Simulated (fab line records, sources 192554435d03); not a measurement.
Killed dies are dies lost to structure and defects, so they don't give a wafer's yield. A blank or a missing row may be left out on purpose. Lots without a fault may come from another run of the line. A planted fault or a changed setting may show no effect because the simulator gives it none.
A struck lot beside a sound one | flow n5_finfet | 38 steps out of a route of 1938
Sound: wafers L807.2, L807.4, L807.6. Struck: wafer L817.4. (L817.5, L817.6 of the same lot were not struck and are left out.) The cause comes at the end.
At each step with rows: each side's tool, then ch and its chambers, then its first start. Under that, the readings that differ: sound wafers | struck wafers | difference of the means | sigmas: that difference in standard deviations of wafers without a fault.
alike: readings whose means differ by less than 2 such deviations, and words and numbers that are the same on both sides. not compared: withheld readings, readings that some wafer has no value for, bounds like >300 that may hide the same value, and numbers for which the record gives no deviation and whose values overlap.
The two part at a step that has a row with sigmas, a row that says differs or no value, or rows on one side only. Numbers that don't overlap but have no deviation are shown without sigmas and don't part them. A reading that every wafer of one side lacks parts them only if that side has two wafers or more.

first, 9 steps without rows for these wafers: N5_PMOS_HMC_CHANNEL_EPI_PRECLEAN_40 (cleans in DHF, time 30 s); N5_PMOS_HMC_CHANNEL_EPI_PRECLEAN_37 (cleans in O3/DIW, time 45 s); N5_PMOS_HMC_CHANNEL_EPI_PRECLEAN_24 (cleans in DHF, time 30 s); N5_PMOS_HMC_CHANNEL_EPI_SRD_25 (time 30 s); N5_PMOS_HMC_CHANNEL_EPI_EPI_26 (deposits Si from SiH4/H2, target thk 3.8 nm, time 22.7 s); N5_FIN_SAQP_PRECLEAN_42 (cleans in O3/DIW, time 60 s); N5_FIN_SAQP_PRECLEAN_00 (cleans in SC1, time 60 s); N5_FIN_SAQP_PRECLEAN_44 (cleans in SC2, time 45 s); N5_FIN_SAQP_SRD_01 (time 30 s).
N5_FIN_SAQP_ALD_61: deposits SiO2, target thk 4 nm, pulse time 1 s, purge time 2 s.
  sound on ald_sin-01 ch 0,1, day 2 02:59; struck on ald_sin-01 ch 0, day 4 15:02
  reading                                   | sound             | struck | difference | sigmas
  ald_cycles                                | 43 43 43          | 35     | -8         |
  model.SiO2_of_FIN_SAQP_ALD_61.thk_nm (nm) | 4.003 4.002 3.992 | 3.262  | -0.737     |
  alike: heater_power_w, precursor_pulse_height_rel
then, 24 steps without rows for these wafers: N5_FIN_SAQP_DENSIFY_62 (time 60 s); N5_FIN_SAQP_HM_DEP_03 (deposits SiNx from SiH4/NH3/N2, target thk 38 nm, time 33.6 s); N5_FIN_SAQP_PECVD_47 (deposits a-Si from SiH4/He, target thk 45 nm, time 36.3 s); N5_FIN_SAQP_PECVD_48 (deposits SiNx from SiH4/NH3/N2, target thk 25 nm, time 22.1 s); N5_FIN_SAQP_PECVD_06 (deposits a-Si from SiH4/He, target thk 60 nm, time 48.1 s); N5_FIN_SAQP_HM_DEP_72 (deposits SiO2 from SiH4/N2O, target thk 12 nm, time 7.2 s); N5_FIN_SAQP_COAT_49 (time 60 s, resist thk 100 nm); N5_FIN_SAQP_COAT_50 (time 60 s, resist thk 35 nm); N5_FIN_SAQP_COAT_10 (resist thk 90 nm); N5_FIN_SAQP_EBR_12; N5_FIN_SAQP_SOFTBAKE_11 (time 60 s); N5_FIN_SAQP_EXPOSE_13 (exposes mask FIN CORE, target cd 35.6 nm); N5_FIN_SAQP_PEB_14 (peb time 60 s); N5_FIN_SAQP_DEVELOP_15 (develop time 30 s); N5_FIN_SAQP_DESCUM_21 (chemistry O2, time 7.9 s); N5_FIN_SAQP_ETCH_51 (etches SiARC in CF4, target depth 45.5 nm, time 75.8 s); N5_FIN_SAQP_ETCH_52 (etches SOC in N2/H2, target depth 100 nm, overetch 20 nm, time 150 s); N5_FIN_SAQP_STRIP_53 (strips in N2/H2); N5_FIN_SAQP_HM_OPEN_73 (chemistry CHF3/O2, target SiO2, stops on a-Si, target depth 12 nm, time 16.8 s); N5_FIN_SAQP_STRIP_74 (strips in CHF3/O2); N5_FIN_SAQP_MANDREL_ETCH_22 (etches a-Si in HBr/Cl2, stops on SiNx, target depth 60 nm, bt time 10 s, time 30 s); N5_FIN_SAQP_STRIP_55 (strips in N2/H2); N5_FIN_SAQP_STRIP_23 (strips in SPM, time 750 s); N5_FIN_SAQP_SRD_66 (time 30 s).
N5_FIN_CUT_CUT_ETCH_27: etches SiO2 in CHF3/O2, target depth 4 nm, overetch 2 nm, time 4.9 s.
  sound on rie_diel-04 ch 0,2, day 2 09:46; struck on rie_diel-03 ch 1, day 4 22:38
  reading                  | sound             | struck | difference | sigmas
  rf_vpp_V (V)             | 499 506 498       | 558    | +57        | +2
  model.etch.depth_nm (nm) | 4.003 4.002 3.992 | 3.262  | -0.737     |
  alike: drypump_motor_current_A, oes_product_au, rf_fwd_power_W, showerhead_plenum_p_Torr, throttle_valve_pct
  not compared: rf_hours_counter_h
N5_STI_FIN_REVEAL_STRIP_16: strips SiNx in H3PO4, target depth 23.8 nm.
  sound on wet_bench-02 ch 1,4,7, day 2 18:34; struck on wet_bench-03 ch 4, day 5 08:13
  reading                                   | sound       | struck | difference | sigmas
  model.SiO2_of_FIN_SAQP_ALD_61.thk_nm (nm) | 3.8 3.8 3.8 | 3      | -1         |
-- the record jumps here: 6 days lie between the struck wafers' starts before and after (it left off in module STI_FIN_REVEAL and takes up again in module BEOL_M4, whose first step shown is number 1111 of the route) --
N5_BEOL_M4_RC_MEAS_101:
  sound on prober-02 ch 0, day 8 21:24; struck on prober-02 ch 0, day 11 12:21
  alike: DIBL_N, DIBL_P, IOFF_N, IOFF_P, ION_N, ION_P, SS_N, SS_P, VT_N, VT_P
-- the record jumps here: 4 days lie between the struck wafers' starts before and after (it left off in module BEOL_M4 and takes up again in module PASSIVATION, whose first step shown is number 1936 of the route) --
N5_PASSIVATION_PROBE_49:
  sound on prober-01, day 13 13:55; struck on prober-01, day 15 12:02
  reading             | sound    | struck | difference | sigmas
  killed_at_M0_to_M3  | 31 14 18 | 43     | +22        | +2
  killed_at_front_end | 55 58 32 | 20     | -28        | -3
  alike: defect_limited_yield, killed_at_M4_up, killed_at_contacts, killed_at_other, killed_dies, killed_open, killed_short, sort_bin_4_leakage, sort_bin_5_function, sort_bin_6_memory, sort_bin_8_speed, sort_n_pass

WHERE THEY PART
First at N5_FIN_CUT_CUT_ETCH_27; last, within this record, at N5_PASSIVATION_PROBE_49.

WHY: what the simulator had put in
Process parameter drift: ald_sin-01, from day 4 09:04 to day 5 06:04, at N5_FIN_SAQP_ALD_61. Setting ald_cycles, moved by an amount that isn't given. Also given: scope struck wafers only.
